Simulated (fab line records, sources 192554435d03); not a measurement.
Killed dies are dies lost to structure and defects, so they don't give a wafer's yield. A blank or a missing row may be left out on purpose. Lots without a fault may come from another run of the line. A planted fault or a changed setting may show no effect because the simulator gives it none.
Which tool did it? | flow n5_finfet | 12 lots, 36 wafers sampled, at 6 steps of a route of 1938

WHAT THE GAUGES READ, wafer by wafer
N5_HKMG_FIN_CD_MEAS_49: target cd 202 nm.
lot  | measured    | on        | cd_nm (nm)
L075 | day 4 05:31 | cd_sem-03 | 202.1 202.2 201.8
L077 | day 4 20:26 | cd_sem-03 | 202.6 203.1 202.1
L079 | day 5 09:47 | cd_sem-02 | 202.0 201.6 202.0
L081 | day 5 19:38 | cd_sem-01 | 202.1 202.1 202.1
L083 | day 6 07:52 | cd_sem-02 | 201.7 202.2 202.4
L085 | day 6 17:39 | cd_sem-01 | 202.2 201.7 202.2
L087 | day 7 05:57 | cd_sem-02 | 202.0 201.5 201.9
L089 | day 7 19:37 | cd_sem-02 | 202.0 202.8 202.5
L091 | day 8 08:17 | cd_sem-01 | 201.4 202.1 201.4
L093 | day 8 17:55 | cd_sem-03 | 202.7 202.3 201.3
L095 | day 9 08:25 | cd_sem-03 | 202.2 200.8 200.9
L097 | day 9 18:15 | cd_sem-01 | 202.2 201.9 201.9

WHICH TOOL RAN EACH LOT (tool, then ch and the chambers of the sampled wafers, then the start)
lot  | N5_SD_EPI_N_LINER_46             | N5_SDB_ETCH_17                    | N5_SDB_ETCH_25                    | N5_HKMG_FIN_HK_ALD_01           | N5_HKMG_FIN_ALD_74
L075 | ald_sin-02 ch 1,3, day 3 11:47   | rie_diel-04 ch 0,2,3, day 4 00:02 | rie_diel-04 ch 1,3, day 4 00:35   | ald_hk-02 ch 2,3, day 4 04:34   | ald_hk-02 ch 0,1,3, day 4 04:58
L077 | ald_sin-04 ch 0,1,3, day 4 02:40 | rie_diel-02 ch 1,2,3, day 4 14:51 | rie_diel-04 ch 0,1, day 4 15:35   | ald_hk-03 ch 1,3, day 4 19:29   | ald_hk-01 ch 0,1, day 4 19:53
L079 | ald_sin-03 ch 0,2,3, day 4 11:42 | rie_diel-02 ch 0,2,3, day 5 03:46 | rie_diel-02 ch 0,2,3, day 5 04:46 | ald_hk-02 ch 0,1,3, day 5 08:42 | ald_hk-03 ch 0,1,3, day 5 09:15
L081 | ald_sin-04 ch 0,2,3, day 4 23:45 | rie_diel-01 ch 0,2,3, day 5 13:36 | rie_diel-02 ch 1,2, day 5 14:44   | ald_hk-01 ch 0,1,2, day 5 18:38 | ald_hk-02 ch 0,1,3, day 5 19:05
L083 | ald_sin-03 ch 0,2,3, day 5 11:47 | rie_diel-02 ch 1,2, day 6 01:12   | rie_diel-01 ch 0,2,3, day 6 03:06 | ald_hk-02 ch 0,1,2, day 6 07:01 | ald_hk-03 ch 1,2, day 6 07:26
L085 | ald_sin-02 ch 1,2,3, day 5 23:55 | rie_diel-01 ch 0,1,3, day 6 12:08 | rie_diel-01 ch 1,2,3, day 6 12:37 | ald_hk-02 ch 0,1,2, day 6 16:34 | ald_hk-01 ch 0,1,2, day 6 17:07
L087 | ald_sin-02 ch 1,2, day 6 11:11   | rie_diel-01 ch 0,3, day 7 00:00   | rie_diel-01 ch 0,2, day 7 00:59   | ald_hk-02 ch 0,1,2, day 7 05:01 | ald_hk-03 ch 2,3, day 7 05:25
L089 | ald_sin-02 ch 2,3, day 7 00:44   | rie_diel-01 ch 0,1,3, day 7 13:44 | rie_diel-04 ch 1,2,3, day 7 14:47 | ald_hk-01 ch 2,3, day 7 18:43   | ald_hk-02 ch 0,2,3, day 7 19:11
L091 | ald_sin-03 ch 0,1,3, day 7 12:11 | rie_diel-02 ch 0,2,3, day 8 02:35 | rie_diel-02 ch 0,3, day 8 03:05   | ald_hk-01 ch 0,1,2, day 8 07:20 | ald_hk-02 ch 0,1, day 8 07:44
L093 | ald_sin-03 ch 0,1,2, day 7 22:26 | rie_diel-02 ch 0,3, day 8 11:27   | rie_diel-01 ch 0,3, day 8 12:20   | ald_hk-03 ch 0,2,3, day 8 16:57 | ald_hk-01 ch 0,2,3, day 8 17:23
L095 | ald_sin-03 ch 0,3, day 8 14:23   | rie_diel-02 ch 1,2,3, day 9 02:59 | rie_diel-01 ch 0,1,2, day 9 03:28 | ald_hk-01 ch 0,1,2, day 9 07:28 | ald_hk-02 ch 1,3, day 9 07:53
L097 | ald_sin-03 ch 1,2, day 8 22:35   | rie_diel-02 ch 2,3, day 9 12:46   | rie_diel-01 ch 0,1,3, day 9 13:31 | ald_hk-03 ch 0,2,3, day 9 17:25 | ald_hk-01 ch 0,1,3, day 9 17:49
- N5_SD_EPI_N_LINER_46: material SiNx, target thk 3 nm.
- N5_SDB_ETCH_17: etches SiARC in CF4, target depth 23.4 nm, time 39 s.
- N5_SDB_ETCH_25: etches SiO2 in C4F6/O2, target depth 10 nm, time 3.3 s.
- N5_HKMG_FIN_HK_ALD_01: deposits HfO2, target thk 1.6 nm, pulse time 3 s, purge time 3 s.
- N5_HKMG_FIN_ALD_74: deposits La2O3, target thk 0.5 nm, pulse time 6 s, co reactant pulse time 1 s.

THE ANSWER, worked out from the rows above alone
Rule: what is usual is taken from the lots themselves. Put in order of their means at a reading, lots are off if they are a third of the lots or fewer, leave a main group of 4 or more, and stand apart from it by a gap of 3 or more times the standard deviation of the main group's means; of several such gaps the widest counts. A main group whose means are all the same, to the digits that the tables above print for the reading, isn't used. A lot without any number at a reading at which 4 lots or more have one is off too. The other lots that the step has rows for count as sound.
No lot is off at any reading shown: from this, nothing can be told.

WHAT THE SIMULATOR HAD PUT IN
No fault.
